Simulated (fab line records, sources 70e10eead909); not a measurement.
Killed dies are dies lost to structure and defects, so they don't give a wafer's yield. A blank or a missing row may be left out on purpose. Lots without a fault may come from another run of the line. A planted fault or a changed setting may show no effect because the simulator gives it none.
fab line records | flow nand_harc
record lots=5 wafers=15 last_day=33
route steps=1302 shown P_M0@280 P_M1@285 END@1302
lots that met no fault: from a run of the same line without faults
start_h: hours from the record's first day to the start of the lot's first wafer shown | wait_h: hours since the lot's step before | " the same as in the row above | L1.1+2: a row that stands for several wafers | - no value, or no start given | * or withheld: withheld | < > ~ a bound
route shown NAME@n: a module of which the file shows steps, and the number in the route of the first | usual: mean/standard deviation of fault-free wafers | same: alike in all rows | chamber/n: place in a boat | sites: the reading at each site | _std_site: their standard deviation | _edge_site: outer sites' mean less inner sites' | radius_mm: how far each site lies from the wafer's centre | mask NAME#n: copy n | behind: the tool/chamber that last shaped the wafer | hold: why the lot was held/for how many hours/how that ended | device: the transistor (n, p or np) that didn't switch | end of line: the same wafers' tests at the end of the route | a step without rows: its recipe alone | killed: dies lost to structure and defects at the first sort, not the wafer's yield | map: a wafer's dies, x killed, . not, _ none there
set.NAME: the setting as run; set.NAME@STEP: as run at that earlier step | model.NAME: the simulator's own value behind a step, which no gauge read
lots at some steps of the route; a table a step, a row a wafer
services: from which hour (start_h, from the record's first day; less than 0 if before it) a tool's chamber was out of use, for how many hours, and why
## steps
# step NHARC_P_M0_SRD_25
# step NHARC_P_M0_PRE_CLEAN_31
# recipe time_s=12 temp_c=370 rf_power_w=300 gas=NH3
# step NHARC_P_M0_DEP_32
# recipe target_thk_a=300 temp_c=370 target_thk_nm=30 pressure_torr=3 flow_sccm=200 rf_w=450 material=SiCN
# step NHARC_P_M1_DEP_00
# recipe target_thk_a=1825 target_thk_nm=182.5 temp_c=withheld pressure_torr=5 flow_sccm=200 rf_w=600 material=SiOC
# step NHARC_P_M1_DEHYDRATE_01
# recipe temp_c=150 time_s=120
# step NHARC_P_M1_HMDS_02
# recipe time_s=30
# step NHARC_P_M1_COAT_34
# recipe temp_c=200 time_s=65
# step NHARC_P_M1_COAT_03
# recipe spin_rpm=1500 resist_thk_nm=90
# step NHARC_P_M1_SOFTBAKE_04
# recipe temp_c=105 time_s=55
# step NHARC_P_M1_EBR_05
# step NHARC_P_M1_EXPOSE_06
# recipe na=1.35 target_cd_nm=130 dose_mj=81.88 mask_id=P_M1
# usual exposure_dose_mJ_cm2=81.87/0.074
# same na=1.35
# columns lot.wafer tool chamber start_h wait_h mask exposure_dose_mJ_cm2
L990.1 arfi_scanner-03 0 207.04 - P_M1#0 81.83
L990.2 " 0 " " P_M1#0 81.76
L990.4 " 0 " " P_M1#0 81.87
L995.1 arfi_scanner-03 0 248.32 - P_M1#0 110.44
L995.2 " 0 " " P_M1#0 110.44
L995.5 " 0 " " P_M1#0 110.47
L996.1 arfi_scanner-03 0 252.96 - P_M1#0 104.77
L996.2 " 0 " " P_M1#0 104.70
L996.5 " 0 " " P_M1#0 104.66
L997.1 arfi_scanner-03 0 269.28 - P_M1#0 102.24
L997.4 " 0 " " P_M1#0 102.29
L997.6 " 0 " " P_M1#0 102.26
L106.2 arfi_scanner-02 0 354.84 - P_M1#0 81.79
L106.4 " 0 " " P_M1#0 81.79
L106.6 " 0 " " P_M1#0 81.70
# step NHARC_P_M1_PEB_07
# recipe peb_temp_c=100 peb_time_s=65
# step NHARC_P_M1_DEVELOP_08
# recipe develop_time_s=35 dev_temp_c=23
# step NHARC_P_M1_CD_MEAS_09
# recipe target_cd_nm=130 landing_energy_ev=500
# usual cd_nm=129.7/0.54
# same landing_energy_ev=500
# columns lot.wafer tool chamber start_h wait_h cd_nm
L990.1 cd_sem-02 0 207.18 - 129.2
L990.2 " 0 " " 129.0
L990.4 " 0 " " 129.8
L995.1 cd_sem-01 0 248.46 - 147.4
L995.2 " 0 " " 147.6
L995.5 " 0 " " 147.6
L996.1 cd_sem-02 0 253.10 - 145.4
L996.2 " 0 " " 145.6
L996.5 " 0 " " 146.0
L997.1 cd_sem-01 0 269.43 - 143.7
L997.4 " 0 " " 143.8
L997.6 " 0 " " 143.8
L106.2 cd_sem-01 0 354.98 - 130.0
L106.4 " 0 " " 129.5
L106.6 " 0 " " 130.1
# step NHARC_P_M1_DESCUM_14
# recipe time_s=3 o2_flow_sccm=200 ar_flow_sccm=0 bias_power_w=0 chemistry=O2
# usual drypump_motor_current_A=5.61/0.26 o2_flow_sccm=199.9/0.64 oes_product_au=1.000/0.0063 rf_vpp_V=57.9/0.96 showerhead_plenum_p_Torr=1.94/0.1 throttle_valve_pct=11.312/0.0089
# columns lot.wafer tool chamber start_h wait_h drypump_motor_current_A o2_flow_sccm oes_product_au rf_hours_counter_h rf_vpp_V showerhead_plenum_p_Torr throttle_valve_pct model.P_M1.cd_nm
L990.2 rie_diel-06 3 207.36 0.1 5.82 200.1 1.007 4 57.9 1.81 11.300 129
L990.1 " 1 " " 5.31 199.1 1.003 4 56.3 1.81 11.301 129.3
L990.4 " 2 " " 5.68 199.1 1.002 4 57.3 2.06 11.311 129.7
L995.1 rie_diel-06 3 248.66 0.1 5.82 199.0 0.991 7 56.7 1.81 11.314 147.1
L995.2 " 0 " " 5.45 200.2 0.997 7 59.5 2.05 11.308 147.3
L995.5 " 2 " " 5.67 200.9 0.988 - 58.3 2.06 11.306 147.6
L996.1 rie_diel-06 3 253.29 0.1 5.81 199.0 0.997 7 57.2 1.81 11.316 145
L996.2 " 0 " " 5.43 200.1 0.996 7 58.6 2.05 11.312 145.6
L996.5 " 3 " " 5.81 199.8 0.999 - 57.6 1.81 11.322 145.7
L997.4 rie_diel-02 0 269.63 0.1 5.91 200.8 1.008 18 57.3 1.88 11.319 143.6
L997.1 " 1 " " 5.44 200.0 0.999 15 58.0 2.05 11.300 142.5
L997.6 " 3 " " 5.81 198.9 0.998 - 57.2 1.80 11.311 143.5
L106.2 rie_diel-06 3 355.16 0.1 5.80 199.7 0.996 1 57.9 1.81 11.292 130.5
L106.6 " 3 " " 5.82 199.1 1.005 - 57.6 1.81 11.294 130.7
L106.4 " 1 " " 5.28 200.2 1.004 - 55.1 1.81 11.307 129.9
# step NHARC_P_M1_ETCH_35
# recipe target_depth_a=400 overetch_a=120 time_s=43.94 ion_energy_ev=200 n2_flow_sccm=150 h2_flow_sccm=150 ar_flow_sccm=0 rf_w=400 bias_w=150 chemistry=N2/H2
# step NHARC_P_M1_ETCH_15
# recipe target_depth_a=1825 time_s=91.2 c4f8_flow_sccm=withheld ar_flow_sccm=400 rf_w=600 bias_w=300 chemistry=C4F8/Ar
# step NHARC_P_M1_CD_MEAS_16
# usual cd_nm=129.5/0.67
# columns lot.wafer tool chamber start_h wait_h cd_nm
L990.1 cd_sem-03 - 207.67 - 128.9
L990.2 " - " " 128.9
L990.4 " - " " 129.3
L995.1 cd_sem-03 - 248.95 - 146.7
L995.2 " - " " 146.9
L995.5 " - " " 147.5
L996.1 cd_sem-01 - 253.59 - 145.3
L996.2 " - " " 145.5
L996.5 " - " " 145.7
L997.1 cd_sem-03 - 269.99 - 142.2
L997.4 " - " " 143.8
L997.6 " - " " 143.1
L106.2 cd_sem-02 - 355.51 - 130.3
L106.4 " - " " 129.9
L106.6 " - " " 130.9
# step NHARC_P_M1_STRIP_18
# recipe power_w=1000 n2_flow_sccm=150 h2_flow_sccm=150 ar_flow_sccm=0 bias_w=0 chemistry=N2/H2
# step NHARC_P_M1_ETCH_28
# recipe target_depth_a=300 over_etch_frac=0.3 time_s=72.99 ion_energy_ev=150 cf4_flow_sccm=50 n2_flow_sccm=100 ar_flow_sccm=150 rf_w=300 bias_w=100 chemistry=CF4/N2
# usual drypump_motor_current_A=5.6/0.3 oes_product_au=1.000/0.0078 rf_fwd_power_W=297.5/1.3 rf_vpp_V=314.7/2.4 showerhead_plenum_p_Torr=2.66/0.14 throttle_valve_pct=19.793/0.0083
# columns lot.wafer tool chamber start_h wait_h drypump_motor_current_A oes_product_au rf_fwd_power_W rf_hours_counter_h rf_vpp_V showerhead_plenum_p_Torr throttle_valve_pct model.P_M1.cd_nm
L990.1 rie_diel-10 1 - - 5.7 1.000 296.8 9 313.8 2.61 19.812 129
L990.2 " 2 " " 5.6 1.007 297.0 10 318.8 2.81 19.782 128.7
L990.4 " 0 " " 5.7 0.999 298.3 9 316.1 2.74 19.801 129.7
L995.2 rie_diel-02 2 - - 6.6 0.990 297.6 7 315.9 2.72 19.790 146.7
L995.1 " 3 " " 5.9 0.995 299.0 7 311.6 2.48 19.789 146.8
L995.5 " 0 " " 5.9 1.008 297.6 - 313.1 2.59 19.789 146.8
L996.1 rie_diel-10 2 - - 5.6 1.004 299.1 0 316.5 2.81 19.809 145
L996.2 " 3 " " 5.4 1.006 295.4 0 314.0 2.54 19.783 145.5
L996.5 " 0 " " 5.7 1.002 297.5 - 316.3 2.74 19.796 145.8
L997.1 rie_diel-02 2 - - 6.6 1.002 296.6 13 315.7 2.72 19.783 141.9
L997.4 " 3 " " 5.8 0.994 296.6 15 311.4 2.48 19.800 143.3
L997.6 " 0 " " 5.9 0.999 298.4 - 313.2 2.58 19.781 143.1
L106.2 rie_diel-10 2 - - 5.6 1.014 297.7 11 317.4 2.80 19.793 130.4
L106.4 " 1 " " 5.7 1.007 296.4 7 313.1 2.61 19.794 129.6
L106.6 " 2 " " 5.6 1.002 297.0 - 317.4 2.80 19.810 130.5
# step NHARC_P_M1_STRIP_19
# recipe time_s=600 temp_c=30 chemistry=post_etch_residue_remover
# step NHARC_END_SORT_01
# recipe temp_c=25
# usual defect_limited_yield=90.6/2.7 killed_at_array=59/19 killed_at_other=0.6/0.85 killed_at_periphery=3.8/2.5 killed_dies=64/19 killed_open=3.3/1.8 killed_short=2.2/1.6
# same gross_dies=677
# columns lot.wafer tool chamber start_h wait_h defect_limited_yield[%] killed_at_array killed_at_other killed_at_periphery killed_dies killed_open killed_short
L990.1 prober-01 0 644.56 2.5 92.0 52 0 2 54 0 2
L990.2 prober-01 0 645.35 2.8 89.5 69 0 2 71 6 2
L990.4 prober-01 0 646.93 3.4 90.8 59 1 2 62 4 1
L995.1 prober-01 0 689.45 2.5 93.2 45 1 0 46 3 1
L995.2 prober-01 0 690.25 2.8 91.0 59 0 2 61 2 3
L995.5 prober-01 0 692.66 3.7 91.7 53 0 3 56 2 2
L996.1 prober-02 0 699.31 4.9 83.6 108 1 2 111 4 2
L996.2 prober-02 0 700.12 5.2 84.2 104 2 1 107 6 1
L996.5 prober-02 0 702.54 6.1 86.4 86 1 5 92 2 5
# killed by level:class
L990.1 A_CHANNEL_HOLE_D1:chamber_film_flake=31 A_CHANNEL_HOLE_D2:chamber_film_flake=14 A_CHANNEL_FILL_D1:chamber_film_flake=2 A_SLIT:chamber_film_flake=2 P_CONTACT:geometric_particle:short=1 A_WL_FILL:geometric_particle:short=1 P_STI:chamber_film_flake=1 A_WL_FILL:chamber_film_flake=1
L990.2 A_CHANNEL_HOLE_D2:chamber_film_flake=33 A_CHANNEL_HOLE_D1:chamber_film_flake=24 A_ONON_D1:geometric_particle:open=2 A_CONTACT:chamber_film_flake=2 P_GATE:geometric_particle:open=1 A_ONON_D1:geometric_particle:short=1 A_ONON_D2:geometric_particle:open=1 A_CHANNEL_HOLE_D2:geometric_particle:open=1
L990.4 A_CHANNEL_HOLE_D2:chamber_film_flake=31 A_CHANNEL_HOLE_D1:chamber_film_flake=21 P_CONTACT:geometric_particle:open=2 A_CHANNEL_FILL_D1:chamber_film_flake=2 A_CHANNEL_FILL_D1:geometric_particle:short=1 A_SGD_CUT:geometric_particle:open=1 A_BLC:geometric_particle:open=1 A_CHANNEL_FILL_D2:chamber_film_flake=1
L995.1 A_SLIT:chamber_film_flake=24 A_CONTACT:chamber_film_flake=8 A_CHANNEL_HOLE_D1:chamber_film_flake=6 A_CONTACT:geometric_particle:open=2 A_ZERO_WELL:chamber_film_flake=2 A_ONON_D1:geometric_particle:open=1 A_ONON_D2:geometric_particle:short=1 A_WL_FILL:chamber_film_flake=1
L995.2 A_SLIT:chamber_film_flake=36 A_CONTACT:chamber_film_flake=8 A_WL_FILL:chamber_film_flake=4 A_CHANNEL_HOLE_D1:chamber_film_flake=3 A_STAIRCASE:chamber_film_flake=3 P_M0:geometric_particle:open=1 A_DECK1_JOINT:geometric_particle:short=1 A_CHANNEL_HOLE_D2:geometric_particle:short=1
L995.5 A_SLIT:chamber_film_flake=30 A_CONTACT:chamber_film_flake=7 A_CHANNEL_HOLE_D1:chamber_film_flake=4 A_STAIRCASE:chamber_film_flake=3 A_WL_FILL:chamber_film_flake=2 A_CHANNEL_HOLE_D2:geometric_particle:short=1 A_CHANNEL_FILL_D2:geometric_particle:open=1 A_CHANNEL_FILL_D2:geometric_particle:short=1
L996.1 A_CHANNEL_HOLE_D1:chamber_film_flake=37 A_SLIT:chamber_film_flake=37 A_CHANNEL_HOLE_D2:chamber_film_flake=13 A_CONTACT:chamber_film_flake=10 A_BONDPAD:chamber_film_flake=4 A_ONON_D2:geometric_particle:open=2 A_CHANNEL_FILL_D1:chamber_film_flake=2 P_CONTACT:geometric_particle:open=1
L996.2 A_SLIT:chamber_film_flake=38 A_CHANNEL_HOLE_D1:chamber_film_flake=23 A_CHANNEL_HOLE_D2:chamber_film_flake=16 A_CONTACT:chamber_film_flake=14 A_STAIRCASE:chamber_film_flake=4 A_BONDPAD:chamber_film_flake=3 A_M0:geometric_particle:open=2 STARTING-WAFER:geometric_particle:open=2
L996.5 A_CHANNEL_HOLE_D1:chamber_film_flake=35 A_SLIT:chamber_film_flake=26 A_CHANNEL_HOLE_D2:chamber_film_flake=7 A_CONTACT:chamber_film_flake=5 A_STAIRCASE:chamber_film_flake=4 A_SGD_CUT:geometric_particle:short=2 A_WL_FILL:chamber_film_flake=2 P_GATE:geometric_particle:open=1
## services
# columns tool chamber start_h hours kind
rie_diel-06 0 188.25 - clean
rie_diel-06 1 188.25 - clean
rie_diel-06 2 188.25 - clean
rie_diel-06 3 188.25 - clean
rie_diel-10 - 194.77 0.6 repair
arfi_scanner-03 - 196.00 4.0 pm
rie_diel-06 0 212.75 - clean
rie_diel-02 - 216.70 9.0 pm
rie_diel-06 - 219.03 0.6 repair
rie_diel-10 - 242.76 9.0 pm
rie_diel-06 3 261.93 4.9 repair
arfi_scanner-02 - 269.35 0.7 repair
rie_diel-02 2 272.19 1.5 repair
rie_diel-06 2 293.45 2.4 repair
rie_diel-02 0 304.79 9.6 repair
rie_diel-02 2 306.82 7.8 repair
rie_diel-06 - 307.20 9.0 pm
arfi_scanner-02 - 312.00 4.0 pm
rie_diel-06 - 328.40 0.7 repair
rie_diel-06 3 331.08 6.8 repair
rie_diel-02 3 337.15 5.8 repair
rie_diel-06 3 346.28 5.7 repair
rie_diel-06 0 352.51 3.5 repair
rie_diel-02 3 353.28 2.9 repair
## key
first_sign step=NHARC_P_M1_EXPOSE_06 reading=exposure_dose_mJ_cm2 direction=up sigmas=99+ usual=81.87 struck=105.81
effect step=NHARC_P_M1_CD_MEAS_09 reading=cd_nm direction=up sigmas=29 usual=129.7 struck=145.6 through=control_loop
effect step=NHARC_P_M1_CD_MEAS_16 reading=cd_nm direction=up sigmas=23 usual=129.5 struck=145.2 through=control_loop
model_effect step=NHARC_P_M1_DESCUM_14 value=P_M1.cd_nm without=130 struck=145.3
model_effect step=NHARC_P_M1_ETCH_28 value=P_M1.cd_nm without=129.6 struck=145
met_at NHARC_P_M1_EXPOSE_06
struck_wafers L995.1,L995.2,L995.5,L996.1,L996.2,L996.5,L997.1,L997.4,L997.6
loop_trim step=NHARC_P_M1_EXPOSE_06 setting=dose lots=L996,L997
onset_between 207.04 248.32
fault kind=process_parameter_drift tool=arfi_scanner-03 chamber=- onset_h=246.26 steps=NHARC_P_M1_EXPOSE_06 channel=dose_mj offset=28.593 shape=step acts_in=these_recipes_only stated=81.88
# loop_trim: a control loop set the setting to another value than it would have without faults
